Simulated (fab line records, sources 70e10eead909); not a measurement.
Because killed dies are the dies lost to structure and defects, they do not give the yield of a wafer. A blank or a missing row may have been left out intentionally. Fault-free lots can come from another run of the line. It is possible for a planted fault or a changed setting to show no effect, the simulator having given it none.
The tool behind it: which one? -- flow nand_harc -- 18 wafers from 6 lots sampled at 5 of the route's 1302 steps

WHAT THE GAUGES READ, wafer by wafer
NHARC_END_SORT_01.
lot,measured,on,killed_at_array
L570,day 31 02:05,prober-02,73 73 49

EACH LOT AND THE TOOL THAT RAN IT (in order: tool; ch and the chambers of the sampled wafers; start)
lot,NHARC_A_CHANNEL_FILL_D2_ALD_03,NHARC_A_CHANNEL_FILL_D2_ETCHBACK_20,NHARC_A_STAIRCASE_EXPOSE_163,NHARC_A_STAIRCASE_STRIP_171
L559,"ald_sin_batch-02 ch 0, day 16 03:46 or earlier","rie_diel-11 ch 1,3, day 16 03:46","krf_scanner-02 ch 0, day 17 01:23","plasma_asher-02 ch 0, day 17 02:08"
L564,"ald_sin_batch-03 ch 0, day 18 18:28 or earlier","rie_diel-11 ch 0,3, day 18 18:28","krf_scanner-02 ch 0, day 19 19:49","plasma_asher-02 ch 0,1, day 19 21:52"
L566,"ald_sin_batch-01 ch 0, day 19 10:05 or earlier","rie_diel-10 ch 1,2, day 19 10:05","krf_scanner-03 ch 0, day 20 11:17","plasma_asher-02 ch 0, day 20 12:01"
L570,"ald_sin_batch-01 ch 0, day 21 01:43 or earlier","rie_diel-10 ch 0,1,3, day 21 01:43","krf_scanner-03 ch 0, day 22 02:43","plasma_asher-01 ch 0,1, day 22 03:32"
L572,"ald_sin_batch-02 ch 0, day 21 20:24 or earlier","rie_diel-11 ch 0,1,2, day 21 20:24","krf_scanner-03 ch 0, day 22 22:22","plasma_asher-02 ch 0, day 22 23:22"
L578,"ald_sin_batch-02 ch 0, day 24 01:56 or earlier","rie_diel-11 ch 0,3, day 24 01:56","krf_scanner-02 ch 0, day 25 04:10","plasma_asher-02 ch 0,1, day 25 04:58"
- NHARC_A_CHANNEL_FILL_D2_ALD_03: deposits SiNx, target thk 6 nm, pulse time 60 s, ald cycles 58.
- NHARC_A_CHANNEL_FILL_D2_ETCHBACK_20: etches the open film in C4F8/O2/Ar, target depth 27 nm, time 13.5 s.
- NHARC_A_STAIRCASE_EXPOSE_163: exposes mask STAIR OPEN.
- NHARC_A_STAIRCASE_STRIP_171: strips in O2.

THE ANSWER, worked out from the rows above alone
Rule: the lots themselves supply what counts as usual. Put in order of their means at a reading, lots are off if they are a third of the lots or fewer, leave a main group of 4 or more, and stand apart from it by a gap of 3 or more times the standard deviation of the main group's means; of several such gaps the widest counts. Not used: any main group whose means are identical at the precision the tables above print for the reading. A lot without any number at a reading at which 4 lots or more have one is off too. The other lots that the step has rows for count as sound.
None of the lots is off at any reading shown; this tells nothing.

WHAT THE SIMULATOR HAD PUT IN
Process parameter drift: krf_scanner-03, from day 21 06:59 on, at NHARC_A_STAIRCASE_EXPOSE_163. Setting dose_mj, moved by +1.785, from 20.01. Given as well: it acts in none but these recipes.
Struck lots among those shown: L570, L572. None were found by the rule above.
